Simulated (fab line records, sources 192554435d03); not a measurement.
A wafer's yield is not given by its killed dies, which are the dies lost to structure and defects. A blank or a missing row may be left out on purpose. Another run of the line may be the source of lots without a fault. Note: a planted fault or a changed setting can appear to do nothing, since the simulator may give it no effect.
Chamber matching    flow n5Finfet    N5_BEOL_M1_ETCH_77 on rieDiel-01 has 4 sister chambers
The step etches underlayer in N2/H2, target depth 6.5 nm, time 5.2 s. 14 wafers are shown with their chamber, then 6 later ones without.

## WAFERS PAIRED WITH THEIR CHAMBERS
wafer   chamber  showerheadPlenumPTorr (Torr)  etchRfOnTimeS (s)  throttleValvePct (%)
L130.3  3        2.62                          5.41               17.96
L130.4  1        2.64                          5.38               18.09
L130.6  3        2.62                          5.43               17.93
L133.2  1        2.64                          5.40               18.11
L133.4  0        2.55                          5.32               18.57
L133.6  2        2.62                          5.15               18.01
L138.2  2        2.61                          5.15               18.05
L138.3  1        2.63                          5.32               18.19
L144.3  2        2.61                          5.06               18.06
L144.5  2        2.61                          5.08               18.06
L144.6  1        2.63                          5.27               18.14
L146.1  0        2.54                          5.17               18.14
L146.3  1        2.62                          5.38               18.16
L146.5  3        2.61                          5.41               17.51

SIGNATURES (means of the wafers above)
reading                chamber 0  chamber 1  chamber 2  chamber 3  scatter within a chamber
showerheadPlenumPTorr  2.5450     2.6320     2.6125     2.6167     0.00687
etchRfOnTimeS          5.2450     5.3500     5.1100     5.4167     0.0545
throttleValvePct       18.3550    18.1380    18.0450    17.8000    0.151
Rule: a wafer lies at a distance from a chamber equal to the root of the sum of squares, over the readings, of (its reading less the chamber's mean, divided by the reading's scatter). The wafer belongs to the nearest chamber; if the next one is less than 2 further off, it can't be placed. The scatter: take each reading less its chamber's mean, square it, sum over the shown wafers, divide by the number of wafers less the number of chambers, and take the root.

## WAFERS MISSING THEIR CHAMBER
wafer   showerheadPlenumPTorr (Torr)  etchRfOnTimeS (s)  throttleValvePct (%)
L150.2  2.62                          5.39               18.20
L150.5  2.60                          5.20               18.06
L150.6  2.62                          5.39               18.18
L151.2  2.60                          5.14               18.06
L151.3  2.60                          5.41               17.51
L151.5  2.60                          5.35               17.55

## THE CHAMBER EACH PASSED THROUGH
wafer   from the rows above      in truth
L150.2  can't be placed: 1 or 3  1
L150.5  2                        2
L150.6  can't be placed: 1 or 3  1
L151.2  2                        2
L151.3  3                        3
L151.5  3                        3
Correct placement for 4 of the 6. From these rows, 2 cannot be placed; in 2 the true chamber is one of the candidates. 0 placed wrongly.
